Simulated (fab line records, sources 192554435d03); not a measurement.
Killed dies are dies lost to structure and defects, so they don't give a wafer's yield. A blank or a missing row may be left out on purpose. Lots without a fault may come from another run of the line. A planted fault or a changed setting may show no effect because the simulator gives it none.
Chamber matching | flow n5_finfet | N5_SPACER0_ALD_08 on ald_sin-04: 4 sister chambers
The step deposits SiNx, target thk 2 nm. 4 wafers are shown with their chamber, then 10 later ones without.

WAFERS WITH THEIR CHAMBER
wafer  | chamber | heater_power_w (W)
L083.6 | 3       | 763
L087.6 | 1       | 754
L090.2 | 0       | 683
L090.4 | 2       | 720

WAFERS WITHOUT THEIR CHAMBER
wafer  | heater_power_w (W)
L090.5 | 762
L091.1 | 717
L091.3 | 679
L091.4 | 776
L092.2 | 786
L092.3 | 784
L092.4 | 684
L096.1 | 765
L096.3 | 680
L096.6 | 725

WHICH CHAMBER EACH WENT THROUGH
wafer  | from the rows above     | in truth
L090.5 | can't be placed: 3 or 1 | 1
L091.1 | 2                       | 2
L091.3 | 0                       | 0
L091.4 | can't be placed: 3 or 1 | 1
L092.2 | can't be placed: 3 or 1 | 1
L092.3 | can't be placed: 3 or 1 | 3
L092.4 | 0                       | 0
L096.1 | can't be placed: 3 or 1 | 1
L096.3 | 0                       | 0
L096.6 | 2                       | 2
Placed correctly: 5 of 10. Can't be placed from these rows: 5 (the true chamber is among the candidates in 5). Placed wrongly: 0.
How it was worked out, from the rows above alone: a wafer's distance from a chamber is the root of the sum, over the readings, of the square of ((its reading less the chamber's mean) divided by the reading's scatter). The wafer belongs to the nearest chamber; if the next one is less than 2 further off, it can't be placed. A chamber's mean is the mean of its shown wafers. The scatter: with one shown wafer a chamber, the root of the mean of the squares of how far each hidden wafer lies from its nearest shown one.
